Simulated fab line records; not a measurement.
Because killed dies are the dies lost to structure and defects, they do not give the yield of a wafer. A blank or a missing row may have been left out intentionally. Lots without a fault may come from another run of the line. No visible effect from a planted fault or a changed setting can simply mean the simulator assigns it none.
Matching of chambers    flow nand_harc    3 sister chambers for NHARC_THIN_TSV_DEP_43 on pecvd-03
The step deposits SiO2, target thk 1328.5 nm. 14 wafers are shown with their chamber, then 7 later ones without.

## WAFERS, EACH WITH ITS CHAMBER
wafer   chamber  throttle_valve_pct (%)  rf_fwd_power_W (W)
L524.1  0        16.8                    894.4
L524.3  0        16.7                    894.5
L524.5  2        16.2                    893.8
L535.1  0        15.7                    900.3
L535.3  2        16.5                    896.6
L535.4  1        16.4                    890.5
L537.1  0        15.7                    899.5
L537.2  1        16.5                    896.6
L537.6  1        16.3                    899.4
L542.2  0        15.9                    902.6
L542.4  2        16.2                    892.6
L542.5  1        16.6                    902.0
L541.1  0        15.5                    896.3
L541.3  1        16.7                    897.1

SIGNATURES (means of the wafers above)
reading             chamber 0  chamber 1  chamber 2  scatter within a chamber
throttle_valve_pct  16.050     16.500     16.300     0.395
rf_fwd_power_W      897.933    897.120    894.333    3.55
Rule: a wafer's distance from a chamber is the root of the sum, over the readings, of the square of ((its reading less the chamber's mean) divided by the reading's scatter). The wafer belongs to the nearest chamber; if the next one is less than 2 further off, it can't be placed. How the scatter is found: for the shown wafers, subtract from each reading the mean of its chamber, square and add these, divide the total by (wafers less chambers), then take the root.

## WAFERS WHOSE CHAMBER IS MISSING
wafer   throttle_valve_pct (%)  rf_fwd_power_W (W)
L541.4  16.6                    896.4
L545.2  15.7                    898.4
L545.3  16.5                    895.7
L545.5  15.6                    901.0
L544.1  16.6                    898.4
L544.4  16.7                    902.7
L544.5  15.9                    895.9

## CHAMBER TAKEN BY EACH
wafer   from the rows above           in truth
L541.4  can't be placed: 1 or 2 or 0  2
L545.2  can't be placed: 0 or 2 or 1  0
L545.3  can't be placed: 1 or 2 or 0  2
L545.5  can't be placed: 0 or 1 or 2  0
L544.1  can't be placed: 1 or 2 or 0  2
L544.4  can't be placed: 1 or 0 or 2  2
L544.5  can't be placed: 0 or 2 or 1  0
Correctly placed: 0 of 7. Unplaceable from these rows: 7, with the true chamber sitting among the candidates in 7. Placed wrongly: 0.
